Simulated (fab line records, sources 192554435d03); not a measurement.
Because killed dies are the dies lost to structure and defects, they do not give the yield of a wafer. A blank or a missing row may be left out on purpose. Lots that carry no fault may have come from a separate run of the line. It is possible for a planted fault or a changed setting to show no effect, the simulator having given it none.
Split-lot study / flow n5_finfet / route with 1938 steps; 7 lots, 21 wafers read

## ABOUT THE SPLIT
At N5_MOL_CONTACT_COAG_COAT_103 (time 60 s, resist thk 80 nm), the setting spin_rpm was moved away from the recipe's 1500 rpm on 14 of the 21 wafers read, by -10.0% to +11.2%. The other wafers ran this setting at the recipe's value.

## FROM THE SPLIT TO THE READING: what the file shows between them, 9 steps
- N5_MOL_CONTACT_COAG_COAT_104: time 60 s, resist thk 12 nm
- N5_MOL_CONTACT_COAG_COAT_58: time 60 s, resist thk 10 nm
- N5_MOL_CONTACT_COAG_ETCH_59: etches underlayer in N2/H2, target depth 13 nm, time 10.4 s
- N5_MOL_CONTACT_COAG_ETCH_105: etches SiARC in CF4, target depth 15.6 nm, time 26 s
- N5_MOL_CONTACT_COAG_ETCH_106: etches SOC in N2/H2, target depth 80 nm, overetch 16 nm, time 120 s
- N5_MOL_CONTACT_COAG_STRIP_107: strips in N2/H2
- N5_MOL_CONTACT_COAG_STRIP_108: strips in N2/H2
- N5_MOL_CONTACT_COAG_CONTACT_ETCH_14: etches SiO2 in C4F6/O2, target depth 27.5 nm, overetch 8.5 nm, time 20 s
- N5_MOL_CONTACT_COAG_STRIP_109: strips in C4F6/O2

## THE READING
SOC_of_MOL_CONTACT_COAG_COAT_103.thk_nm (the simulator's own value, which no gauge read), in nm, at N5_MOL_CONTACT_COAG_ETCH_15 (etches SiNx in CH3F/O2, stops on Si:P, target depth 7 nm). The file does not state a usual value for it. Across the 7 wafers here that went through the recipe, the average is 75.2 nm and the standard deviation 0.35 nm.

wafer=L075.1; tool, chamber at the split=litho_track-02, 0; spin_rpm as run, rpm=1500; against the recipe=recipe; SOC_of_MOL_CONTACT_COAG_COAT_103.thk_nm, nm=75.8; against lot-mates on the recipe=-
wafer=L075.4; tool, chamber at the split=litho_track-02, 0; spin_rpm as run, rpm=1599; against the recipe=+6.6%; SOC_of_MOL_CONTACT_COAG_COAT_103.thk_nm, nm=72.8; against lot-mates on the recipe=-3.0
wafer=L075.5; tool, chamber at the split=litho_track-02, 0; spin_rpm as run, rpm=1599; against the recipe=+6.6%; SOC_of_MOL_CONTACT_COAG_COAT_103.thk_nm, nm=73; against lot-mates on the recipe=-2.8
wafer=L076.1; tool, chamber at the split=litho_track-04, 0; spin_rpm as run, rpm=1420; against the recipe=-5.3%; SOC_of_MOL_CONTACT_COAG_COAT_103.thk_nm, nm=77.8; against lot-mates on the recipe=no lot-mate on the recipe
wafer=L076.4; tool, chamber at the split=litho_track-04, 0; spin_rpm as run, rpm=1420; against the recipe=-5.3%; SOC_of_MOL_CONTACT_COAG_COAT_103.thk_nm, nm=78; against lot-mates on the recipe=no lot-mate on the recipe
wafer=L076.5; tool, chamber at the split=litho_track-04, 0; spin_rpm as run, rpm=1420; against the recipe=-5.3%; SOC_of_MOL_CONTACT_COAG_COAT_103.thk_nm, nm=77.4; against lot-mates on the recipe=no lot-mate on the recipe
wafer=L084.1; tool, chamber at the split=litho_track-02, 0; spin_rpm as run, rpm=1570; against the recipe=+4.7%; SOC_of_MOL_CONTACT_COAG_COAT_103.thk_nm, nm=73.8; against lot-mates on the recipe=no lot-mate on the recipe
wafer=L084.5; tool, chamber at the split=litho_track-02, 0; spin_rpm as run, rpm=1570; against the recipe=+4.7%; SOC_of_MOL_CONTACT_COAG_COAT_103.thk_nm, nm=73.8; against lot-mates on the recipe=no lot-mate on the recipe
wafer=L084.4; tool, chamber at the split=litho_track-02, 0; spin_rpm as run, rpm=1570; against the recipe=+4.7%; SOC_of_MOL_CONTACT_COAG_COAT_103.thk_nm, nm=74; against lot-mates on the recipe=no lot-mate on the recipe
wafer=L091.3; tool, chamber at the split=litho_track-01, 0; spin_rpm as run, rpm=1500; against the recipe=recipe; SOC_of_MOL_CONTACT_COAG_COAT_103.thk_nm, nm=75.2; against lot-mates on the recipe=-
wafer=L091.4; tool, chamber at the split=litho_track-01, 0; spin_rpm as run, rpm=1500; against the recipe=recipe; SOC_of_MOL_CONTACT_COAG_COAT_103.thk_nm, nm=75.2; against lot-mates on the recipe=-
wafer=L091.5; tool, chamber at the split=litho_track-01, 0; spin_rpm as run, rpm=1500; against the recipe=recipe; SOC_of_MOL_CONTACT_COAG_COAT_103.thk_nm, nm=75.4; against lot-mates on the recipe=-
wafer=L094.1; tool, chamber at the split=litho_track-02, 0; spin_rpm as run, rpm=1500; against the recipe=recipe; SOC_of_MOL_CONTACT_COAG_COAT_103.thk_nm, nm=75; against lot-mates on the recipe=-
wafer=L094.6; tool, chamber at the split=litho_track-02, 0; spin_rpm as run, rpm=1500; against the recipe=recipe; SOC_of_MOL_CONTACT_COAG_COAT_103.thk_nm, nm=75; against lot-mates on the recipe=-
wafer=L094.4; tool, chamber at the split=litho_track-02, 0; spin_rpm as run, rpm=1371; against the recipe=-8.6%; SOC_of_MOL_CONTACT_COAG_COAT_103.thk_nm, nm=78.6; against lot-mates on the recipe=+3.6
wafer=L095.1; tool, chamber at the split=litho_track-01, 0; spin_rpm as run, rpm=1668; against the recipe=+11.2%; SOC_of_MOL_CONTACT_COAG_COAT_103.thk_nm, nm=70.8; against lot-mates on the recipe=no lot-mate on the recipe
wafer=L095.2; tool, chamber at the split=litho_track-01, 0; spin_rpm as run, rpm=1668; against the recipe=+11.2%; SOC_of_MOL_CONTACT_COAG_COAT_103.thk_nm, nm=70.8; against lot-mates on the recipe=no lot-mate on the recipe
wafer=L095.5; tool, chamber at the split=litho_track-01, 0; spin_rpm as run, rpm=1668; against the recipe=+11.2%; SOC_of_MOL_CONTACT_COAG_COAT_103.thk_nm, nm=70.8; against lot-mates on the recipe=no lot-mate on the recipe
wafer=L097.1; tool, chamber at the split=litho_track-04, 0; spin_rpm as run, rpm=1350; against the recipe=-10.0%; SOC_of_MOL_CONTACT_COAG_COAT_103.thk_nm, nm=79; against lot-mates on the recipe=+4.4
wafer=L097.2; tool, chamber at the split=litho_track-04, 0; spin_rpm as run, rpm=1500; against the recipe=recipe; SOC_of_MOL_CONTACT_COAG_COAT_103.thk_nm, nm=74.6; against lot-mates on the recipe=-
wafer=L097.3; tool, chamber at the split=litho_track-04, 0; spin_rpm as run, rpm=1350; against the recipe=-10.0%; SOC_of_MOL_CONTACT_COAG_COAT_103.thk_nm, nm=79.2; against lot-mates on the recipe=+4.6

THE FIT
A straight line over all 21 wafers: SOC_of_MOL_CONTACT_COAG_COAT_103.thk_nm changes by -0.391 nm for each +1% of spin_rpm; r = -0.99; the points scatter about the line by 0.33 nm.
The same after taking each lot's own level away (the mean of its wafers on the recipe; 12 wafers): -0.441 nm for each +1%; r = -1.00; scatter 0.11 nm.
According to that fit, moving spin_rpm by its largest amount changes the reading by 4.9 nm.
Measured against the standard deviation above, the lots' own levels, which go from 74.60 to 75.80 nm, span 3.5 times it.
So the slope is not independent of the lot-to-lot level: the two fits are not the same.
Check: for one of the wafers moved furthest among these (-10.0%), held out of the fit, the line's prediction against its lot-mates is +4.42 nm. It came out at +4.4 nm against them.

## THE WHOLE CHAIN: every reading that the file lists as answering this split, in the file's order
step=N5_MOL_CONTACT_COAG_COAT_103; what it does=time 60 s, resist thk 80 nm; reading=SOC_of_MOL_CONTACT_COAG_COAT_103.thk_nm (the simulator's own value, which no gauge read); change (the file's fit)=-0.424 nm for each +1% of the setting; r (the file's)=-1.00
step=N5_MOL_CONTACT_COAG_ETCH_106; what it does=etches SOC in N2/H2, target depth 80 nm, overetch 16 nm, time 120 s; reading=etch.depth_nm (the simulator's own value, which no gauge read); change (the file's fit)=-0.424 nm for each +1% of the setting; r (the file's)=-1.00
step=N5_MOL_CONTACT_COAG_CONTACT_ETCH_14; what it does=etches SiO2 in C4F6/O2, target depth 27.5 nm, overetch 8.5 nm, time 20 s; reading=SOC_of_MOL_CONTACT_COAG_COAT_103.thk_nm (the simulator's own value, which no gauge read); change (the file's fit)=-0.427 nm for each +1% of the setting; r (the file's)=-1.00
step=N5_MOL_CONTACT_COAG_ETCH_15; what it does=etches SiNx in CH3F/O2, stops on Si:P, target depth 7 nm; reading=SOC_of_MOL_CONTACT_COAG_COAT_103.thk_nm (the simulator's own value, which no gauge read); change (the file's fit)=-0.437 nm for each +1% of the setting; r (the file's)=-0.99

## FILE'S OWN FIT
SOC_of_MOL_CONTACT_COAG_COAT_103.thk_nm changes by -0.437 nm for each +1% of spin_rpm, r = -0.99.
